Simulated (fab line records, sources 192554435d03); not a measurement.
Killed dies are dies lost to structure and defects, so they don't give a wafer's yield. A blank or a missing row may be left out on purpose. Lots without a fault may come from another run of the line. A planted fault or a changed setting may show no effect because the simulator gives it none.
Chamber matching | flow n5_finfet | N5_BEOL_M3_ETCH_77 on rie_diel-04: 4 sister chambers
The step etches underlayer in N2/H2, target depth 6.5 nm, time 5.2 s. 14 wafers are shown with their chamber, then 6 later ones without.

WAFERS WITH THEIR CHAMBER
wafer  | chamber | showerhead_plenum_p_Torr (Torr) | drypump_motor_current_A (A) | throttle_valve_pct (%)
L166.5 | 0       | 2.42                            | 5.5                         | 17.56
L166.6 | 1       | 2.61                            | 6.2                         | 17.51
L165.3 | 1       | 2.61                            | 6.2                         | 17.54
L165.4 | 3       | 2.35                            | 5.6                         | 17.49
L165.5 | 3       | 2.34                            | 5.6                         | 17.47
L168.1 | 2       | 2.61                            | 6.1                         | 18.10
L168.2 | 3       | 2.34                            | 5.6                         | 17.48
L168.3 | 0       | 2.42                            | 5.4                         | 17.61
L172.3 | 1       | 2.61                            | 6.2                         | 17.55
L172.4 | 0       | 2.41                            | 5.4                         | 17.61
L173.1 | 3       | 2.34                            | 5.6                         | 17.51
L173.4 | 3       | 2.34                            | 5.6                         | 17.50
L173.6 | 0       | 2.41                            | 5.4                         | 17.62
L177.3 | 3       | 2.33                            | 5.6                         | 17.54

SIGNATURES (means of the wafers above)
reading                  | chamber 0 | chamber 1 | chamber 2 | chamber 3 | scatter within a chamber
showerhead_plenum_p_Torr | 2.4150    | 2.6100    | 2.6100    | 2.3400    | 0.00548
drypump_motor_current_A  | 5.425     | 6.200     | 6.100     | 5.600     | 0.0274
throttle_valve_pct       | 17.6000   | 17.5333   | 18.1000   | 17.4983   | 0.0248
Rule: a wafer's distance from a chamber is the root of the sum, over the readings, of the square of ((its reading less the chamber's mean) divided by the reading's scatter). The wafer belongs to the nearest chamber; if the next one is less than 2 further off, it can't be placed. The scatter: the root of (the sum of the squares of (reading less its chamber's mean) over the shown wafers, divided by (wafers less chambers)).

WAFERS WITHOUT THEIR CHAMBER
wafer  | showerhead_plenum_p_Torr (Torr) | drypump_motor_current_A (A) | throttle_valve_pct (%)
L177.4 | 2.41                            | 5.4                         | 17.63
L177.5 | 2.60                            | 6.2                         | 17.59
L179.2 | 2.60                            | 6.2                         | 17.55
L179.3 | 2.33                            | 5.6                         | 17.52
L181.3 | 2.33                            | 5.7                         | 17.54
L181.4 | 2.33                            | 5.6                         | 17.54

WHICH CHAMBER EACH WENT THROUGH
wafer  | from the rows above | in truth
L177.4 | 0                   | 0
L177.5 | 1                   | 1
L179.2 | 1                   | 1
L179.3 | 3                   | 3
L181.3 | 3                   | 3
L181.4 | 3                   | 3
Placed correctly: 6 of 6. Can't be placed from these rows: 0. Placed wrongly: 0.
